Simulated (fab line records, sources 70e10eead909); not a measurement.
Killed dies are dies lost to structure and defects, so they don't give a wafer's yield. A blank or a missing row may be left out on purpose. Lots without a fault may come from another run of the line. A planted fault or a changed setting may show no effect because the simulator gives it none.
Which tool did it? | flow nand_harc | 12 lots, 36 wafers sampled, at 5 steps of a route of 1302

WHAT THE GAUGES READ, wafer by wafer
NHARC_P_GATE_CD_MEAS_46: target cd 720 nm. Usual: cd_nm 718.9 nm, standard deviation 2.3.
lot  | measured     | on        | cd_nm (nm)        | flag
L413 | day 10 08:35 | cd_sem-02 | 715.3 718.5 716.4 |
L414 | day 11 16:19 | cd_sem-03 | 717.9 716.8 718.5 |
L415 | day 11 19:40 | cd_sem-02 | 717.3 717.1 717.4 |
L416 | day 11 16:46 | cd_sem-03 | 716.7 714.3 715.7 |
L417 | day 12 06:44 | cd_sem-01 | 723.6 722.9 720.8 |
L418 | day 12 10:55 | cd_sem-02 | 719.2 716.1 715.1 |
L419 | day 13 05:10 | cd_sem-01 | 717.8 715.3 718.0 |
L421 | day 13 20:58 | cd_sem-03 | 719.4 720.5 722.0 |
L423 | day 14 17:20 | cd_sem-01 | 721.0 718.3 719.2 |
L424 | day 14 21:54 | cd_sem-01 | 717.4 718.3 717.7 |

NHARC_P_GATE_CD_MEAS_91: target cd 2000 nm. Usual: cd_nm 1998.8 nm, standard deviation 1.6.
lot  | measured     | on        | cd_nm (nm)           | flag
L413 | day 10 12:02 | cd_sem-02 | 1999.9 2000.1 1999.3 |
L414 | day 11 19:47 | cd_sem-02 | 1997.1 2000.7 1999.4 |
L415 | day 11 22:59 | cd_sem-02 | 1997.4 1999.3 1997.7 |
L416 | day 11 20:29 | cd_sem-02 | 2001.8 1998.1 1998.1 |
L417 | day 12 10:07 | cd_sem-01 | 1995.4 2000.1 1998.0 |
L418 | day 12 14:23 | cd_sem-03 | 2000.2 1998.4 2000.3 |
L419 | day 13 08:24 | cd_sem-03 | 1999.5 1997.2 2001.4 |
L421 | day 14 00:25 | cd_sem-02 | 1996.2 1998.9 1998.6 |
L423 | day 14 21:41 | cd_sem-03 | 1997.4 1998.3 2001.1 |
L424 | day 15 01:22 | cd_sem-01 | 1999.4 1996.5 1998.0 |

NHARC_END_SORT_01. Usual: killed_at_array 58, standard deviation 18; killed_at_other 1.0, standard deviation 1.5; killed_at_periphery 4, standard deviation 3.1; killed_dies 64, standard deviation 18; killed_open 3.4, standard deviation 1.9; killed_short 2.7, standard deviation 1.7.
lot  | measured     | on        | killed_at_array | killed_at_other | killed_at_periphery | killed_dies | killed_open | killed_short | flag
L410 | day 29 06:22 | prober-02 | 49 60 57        | 2 0 0           | 626 617 620         | 677 677 677 | 4 4 4       | 1 0 1        | OFF
L411 | day 28 23:19 | prober-01 | 45 62 53        | 1 0 1           | 631 615 623         | 677 677 677 | 3 5 4       | 3 2 5        | OFF
L413 | day 28 23:22 | prober-02 | 56 63 55        | 1 2 0           | 4 2 4               | 61 67 59    | 5 5 2       | 4 2 3        |
L414 | day 30 16:30 | prober-01 | 72 81 84        | 0 0 0           | 3 0 4               | 75 81 88    | 3 1 9       | 5 5 1        |
L415 | day 30 14:56 | prober-02 | 39 40 46        | 0 0 0           | 3 5 6               | 42 45 52    | 6 2 1       | 2 4 4        |
L416 | day 30 04:23 | prober-01 | 60 65 54        | 0 0 1           | 9 7 4               | 69 72 59    | 2 5 1       | 4 2 1        |
L417 | day 31 23:22 | prober-01 | 72 73 80        | 0 0 1           | 1 3 5               | 73 76 86    | 4 4 3       | 0 3 0        |
L418 | day 31 09:43 | prober-02 | 82 60 65        | 2 1 0           | 4 6 2               | 88 67 67    | 6 3 0       | 4 0 4        |
L419 | day 33 01:08 | prober-01 | 23 25 26        | 1 1 4           | 6 2 5               | 30 28 35    | 1 4 5       | 5 2 5        |
L421 | day 33 08:45 | prober-02 | 73 71 69        | 1 1 6           | 3 4 8               | 77 76 83    | 2 2 5       | 1 4 4        |
L423 | day 33 23:12 | prober-01 | 66 56 70        | 0 0 0           | 8 2 3               | 74 58 73    | 4 0 3       | 3 4 5        |
L424 | day 34 04:51 | prober-02 | 40 43 43        | 0 1 0           | 0 3 3               | 40 47 46    | 6 1 5       | 1 2 1        |

WHICH TOOL RAN EACH LOT (tool, then ch and the chambers of the sampled wafers, then the start)
lot  | NHARC_P_ZERO_WELL_DESCUM_39        | NHARC_P_STI_ETCH_42
L410 | rie_diel-02 ch 0,2,3, day 5 18:11  | rie_diel-01 ch 1,3, day 6 15:35
L411 | rie_diel-13 ch 0,1,3, day 6 04:20  | rie_diel-04 ch 0,1,2, day 7 02:45
L413 | rie_diel-02 ch 0,1,2, day 7 00:27  | rie_diel-04 ch 1,2,3, day 7 15:59
L414 | rie_diel-09 ch 0,2,3, day 7 15:53  | rie_diel-01 ch 0,1,3, day 8 12:33
L415 | rie_diel-09 ch 2,3, day 7 20:53    | rie_diel-11 ch 0,2,3, day 8 12:24
L416 | rie_diel-13 ch 2,3, day 8 06:57    | rie_diel-04 ch 0,2,3, day 9 01:24
L417 | rie_diel-09 ch 1,2, day 8 16:10    | rie_diel-04 ch 0,1,2, day 9 10:34
L418 | rie_diel-02 ch 0,1, day 9 02:25    | rie_diel-11 ch 0,2,3, day 9 20:35
L419 | rie_diel-02 ch 1,2, day 9 12:28    | rie_diel-01 ch 2,3, day 10 07:28
L421 | rie_diel-13 ch 0,1,2, day 10 08:24 | rie_diel-04 ch 0,1,2, day 11 03:26
L423 | rie_diel-13 ch 0,2, day 11 04:22   | rie_diel-01 ch 0,2,3, day 12 02:13
L424 | rie_diel-02 ch 1,2,3, day 11 14:15 | rie_diel-01 ch 1,2, day 12 10:19
- NHARC_P_ZERO_WELL_DESCUM_39: chemistry O2, time 3 s.
- NHARC_P_STI_ETCH_42: etches the open film in N2/H2, target depth 80 nm, overetch 24 nm, time 61 s.

WHAT THE TOOLS THEMSELVES READ (means of the sampled wafers that have a number; where no wafer has one, the mark that the record gives instead)
NHARC_P_ZERO_WELL_DESCUM_39. Usual: drypump_motor_current_A 5.8 A, standard deviation 0.39; oes_product_au 1.003 a.u., standard deviation 0.0093; rf_vpp_V 57.9 V, standard deviation 0.98; showerhead_plenum_p_Torr 1.93 Torr, standard deviation 0.088; throttle_valve_pct 11.312 %, standard deviation 0.0087.
lot  | tool        | drypump_motor_current_A (A) | oes_product_au (a.u.) | rf_vpp_V (V) | showerhead_plenum_p_Torr (Torr) | throttle_valve_pct (%) | flag
L410 | rie_diel-02 | 5.8                         | 1.009                 | 57.4         | 1.86                            | 11.311                 |
L411 | rie_diel-13 | 5.9                         | 0.991                 | 58.2         | 1.99                            | 11.313                 |
L413 | rie_diel-02 | 5.7                         | 1.011                 | 57.6         | 1.88                            | 11.309                 |
L414 | rie_diel-09 | 5.8                         | 1.012                 | 58.8         | 1.99                            | 11.311                 |
L415 | rie_diel-09 | 5.4                         | 1.007                 | 57.3         | 1.91                            | 11.310                 |
L416 | rie_diel-13 | 5.8                         | 1.000                 | 58.2         | 1.92                            | 11.308                 |
L417 | rie_diel-09 | 5.8                         | 1.008                 | 58.3         | 1.98                            | 11.316                 |
L418 | rie_diel-02 | 5.9                         | 1.011                 | 58.1         | 1.89                            | 11.307                 |
L419 | rie_diel-02 | 5.5                         | 1.002                 | 56.8         | 1.86                            | 11.313                 |
L421 | rie_diel-13 | 5.9                         | 1.003                 | 57.5         | 1.95                            | 11.319                 |
L423 | rie_diel-13 | 5.8                         | 1.008                 | 57.2         | 1.95                            | 11.316                 |
L424 | rie_diel-02 | 5.5                         | 1.000                 | 57.3         | 1.91                            | 11.312                 |

NHARC_P_STI_ETCH_42. Usual: bias_w 150.0 W, standard deviation 0.43; chamber_pressure_mTorr 30.00 mTorr, standard deviation 0.04; drypump_motor_current_A 5.8 A, standard deviation 0.33; oes_product_au 1.003 a.u., standard deviation 0.009; rf_vpp_V 429.2 V, standard deviation 3; showerhead_plenum_p_Torr 1.99 Torr, standard deviation 0.1; throttle_valve_pct 14.171 %, standard deviation 0.0087.
lot  | tool        | bias_w (W) | chamber_pressure_mTorr (mTorr) | drypump_motor_current_A (A) | oes_product_au (a.u.) | rf_vpp_V (V) | showerhead_plenum_p_Torr (Torr) | throttle_valve_pct (%) | flag
L410 | rie_diel-01 | -          | -                              | -                           | -                     | -            | -                               | -                      | OFF
L411 | rie_diel-04 | -          | -                              | -                           | -                     | -            | -                               | -                      | OFF
L413 | rie_diel-04 | 150.0      | 29.99                          | 6.0                         | 1.002                 | 427.3        | 1.95                            | 14.172                 |
L414 | rie_diel-01 | 150.0      | 30.01                          | 6.0                         | 1.006                 | 428.0        | 1.95                            | 14.170                 |
L415 | rie_diel-11 | 150.5      | 30.00                          | 5.6                         | 1.005                 | 431.9        | 2.10                            | 14.168                 |
L416 | rie_diel-04 | 149.8      | 29.98                          | 5.5                         | 0.998                 | 427.9        | 1.95                            | 14.164                 |
L417 | rie_diel-04 | 149.9      | 30.00                          | 5.9                         | 1.007                 | 426.8        | 1.90                            | 14.169                 |
L418 | rie_diel-11 | 150.4      | 30.00                          | 5.6                         | 0.995                 | 432.9        | 2.10                            | 14.164                 |
L419 | rie_diel-01 | 150.4      | 30.01                          | 5.8                         | 1.014                 | 427.2        | 1.91                            | 14.177                 |
L421 | rie_diel-04 | 150.1      | 30.00                          | 5.9                         | 1.008                 | 426.3        | 1.90                            | 14.166                 |
L423 | rie_diel-01 | 149.9      | 30.00                          | 5.9                         | 1.004                 | 428.5        | 1.95                            | 14.165                 |
L424 | rie_diel-01 | 149.9      | 29.98                          | 5.8                         | 1.009                 | 426.2        | 1.91                            | 14.174                 |

THE ANSWER, worked out from the rows above alone
Rule: a lot is off if the mean of its wafers that have a number lies more than 3 standard deviations from the usual mean. A lot without any number at a reading at which 4 lots or more have one is off too. The other lots that the step has rows for count as sound. The gauges are gone through in route order, then the tools' own readings, and for those a lot's mean is taken as printed above. The first step at which some lot is off is used, and at that step the reading that is off furthest; a lot without a number counts as furthest.
Off: L410, L411, at NHARC_END_SORT_01 (killed_at_periphery).
A tool fits if, at a process step before that reading, it ran every lot that is off, and no sound lot after the first of them. The gauges at NHARC_END_SORT_01 aren't tried: what is off there is off at NHARC_P_STI_ETCH_42 too, on other tools, and a gauge's error can't cause that. None of those tried fits.

WHAT THE SIMULATOR HAD PUT IN
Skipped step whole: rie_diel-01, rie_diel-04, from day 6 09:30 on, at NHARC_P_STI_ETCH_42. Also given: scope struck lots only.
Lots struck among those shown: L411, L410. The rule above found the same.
